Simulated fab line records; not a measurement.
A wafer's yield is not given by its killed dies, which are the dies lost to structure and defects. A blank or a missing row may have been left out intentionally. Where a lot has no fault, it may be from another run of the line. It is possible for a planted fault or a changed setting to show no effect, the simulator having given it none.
A struck lot beside a sound one ; flow n5-finfet ; 16 steps out of a route of 1938
Sound: wafers L640.1, L640.3, L640.6. Struck: wafer L644.3. (L644.4, L644.5 of the same lot were not struck and are left out.) The cause comes at the end.
Order at every step that has rows: each side's tool, ch and its chambers, its first start. Under that, the readings that differ: sound wafers ; struck wafers ; difference of the means ; sigmas: that difference in standard deviations of wafers without a fault.
alike: readings whose means differ by less than 2 such deviations, and words and numbers that are the same on both sides. not compared: withheld readings, readings that some wafer has no value for, bounds like >300 that may hide the same value, and numbers for which the record gives no deviation and whose values overlap.
The two part at a step that has a row with sigmas, a row that says differs or no value, or rows on one side only. When numbers do not overlap yet have no deviation, they are printed without sigmas and do not part them. A reading that every wafer of one side lacks parts them only if that side has two wafers or more.

N5_MOL_CONTACT_COAG_CD_MEAS_08 targets a cd of 28 nm.
  sound on cd-sem-01 ch 0, day 5 02:26; struck on cd-sem-01 ch 0, day 6 00:13
  alike: cd-nm
N5_MOL_CONTACT_COAG_OVL_MEAS_09:
  sound on overlay-01 ch 0, day 5 02:28; struck on overlay-01 ch 0, day 6 00:15
  alike: CA_OVL
N5_MOL_CONTACT_COAG_INSPECT_10: inspects for defects (brightfield).
  sound on defect-inspect-02 at day 5 02:31; struck on defect-inspect-01 at day 6 00:18
  alike: raw-defect-count
N5_MOL_CONTACT_COAG_DESCUM_13: chemistry O2, time 7 s.
  sound on rie-diel-03 ch 0,2, day 5 02:33; struck on rie-diel-03 ch 0, day 6 00:20
  alike: drypump-motor-current-A, oes-product-au, rf-vpp-V, showerhead-plenum-p-Torr, throttle-valve-pct
  not compared: rf-hours-counter-h
N5_MOL_CONTACT_COAG_ETCH_59: etches underlayer in N2/H2, target depth 13 nm, time 10.4 s.
  sound on rie-diel-03 ch 0,2, day 5 02:35; struck on rie-diel-03 ch 0, day 6 00:22
  alike: bias-w, drypump-motor-current-A, etch-rf-on-time-s, oes-product-au, rf-vpp-V, showerhead-plenum-p-Torr, throttle-valve-pct
  not compared: rf-hours-counter-h
N5_MOL_CONTACT_COAG_ETCH_105: etches SiARC in CF4, target depth 15.6 nm, time 26 s.
  sound on rie-diel-03 ch 0,2, day 5 02:37; struck on rie-diel-03 ch 0, day 6 00:23
  alike: bias-w, cf4-flow-sccm, drypump-motor-current-A, etch-rf-on-time-s, oes-product-au, rf-vpp-V, showerhead-plenum-p-Torr, throttle-valve-pct
  not compared: rf-hours-counter-h
N5_MOL_CONTACT_COAG_ETCH_106: etches SOC in N2/H2, target depth 80 nm, overetch 16 nm, time 120 s.
  sound on rie-diel-03 ch 0,2, day 5 02:38; struck on rie-diel-03 ch 0, day 6 00:25
  alike: bias-w, drypump-motor-current-A, oes-product-au, rf-vpp-V, showerhead-plenum-p-Torr, throttle-valve-pct
  not compared: rf-hours-counter-h
then, 5 steps without rows for these wafers: N5_MOL_CONTACT_COAG_STRIP_107 (strips in N2/H2); N5_MOL_CONTACT_COAG_STRIP_108 (strips in N2/H2); N5_MOL_CONTACT_COAG_CONTACT_ETCH_14 (etches SiO2 in C4F6/O2, target depth 27.5 nm, overetch 8.5 nm, time 20 s); N5_MOL_CONTACT_COAG_STRIP_109 (strips in C4F6/O2); N5_MOL_CONTACT_COAG_ETCH_15 (etches SiNx in CH3F/O2, stops on Si:P, target depth 7 nm).
N5_MOL_CONTACT_COAG_ETCH_110: etches Si in CF4/O2, target depth 2.5 nm, time 8 s.
  sound on rie-diel-03 ch 0,2, day 5 02:50; struck on rie-diel-03 ch 0, day 6 00:37
reading;sound;struck;difference;sigmas
bias-w (W);11.97 11.97 12.00;8.89;-3.09;-84
rf-vpp-V (V);123 132 132;95;-34;-11
model.etch.depth-nm (nm);2.543 2.401 2.392;2.218;-0.227;
  alike: cf4-flow-sccm, drypump-motor-current-A, oes-product-au, showerhead-plenum-p-Torr, throttle-valve-pct
  not compared: rf-hours-counter-h
N5_MOL_CONTACT_COAG_STRIP_98: strips in N2/H2.
  sound on rie-diel-03 ch 0,2, day 5 02:53; struck on rie-diel-03 ch 0, day 6 00:40
  alike: drypump-motor-current-A, oes-product-au, rf-vpp-V, showerhead-plenum-p-Torr, throttle-valve-pct
  not compared: rf-hours-counter-h
-- here the record skips 3 days between the struck wafers' starts before and after, leaving off in module MOL_CONTACT_COAG and picking up in module BEOL_M4 (first step shown: number 1111 of the route) --
N5_BEOL_M4_RC_MEAS_101:
  sound on prober-02 ch 0, day 8 05:22; struck on prober-01 ch 0, day 9 00:59
  alike: DIBL_N, DIBL_P, IOFF_N, IOFF_P, ION_N, ION_P, SS_N, SS_P, VT_N, VT_P
N5_PASSIVATION_PROBE_49:
  the record holds rows for the sound wafers here (prober-01, day 11 18:36) but none for the struck ones

WHERE THEY PART
First at N5_MOL_CONTACT_COAG_ETCH_110; last, within this record, at N5_PASSIVATION_PROBE_49.

WHY: whatever the simulator had introduced
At N5_MOL_CONTACT_COAG_ETCH_110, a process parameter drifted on rie-diel-03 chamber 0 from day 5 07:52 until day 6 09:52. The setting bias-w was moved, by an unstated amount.
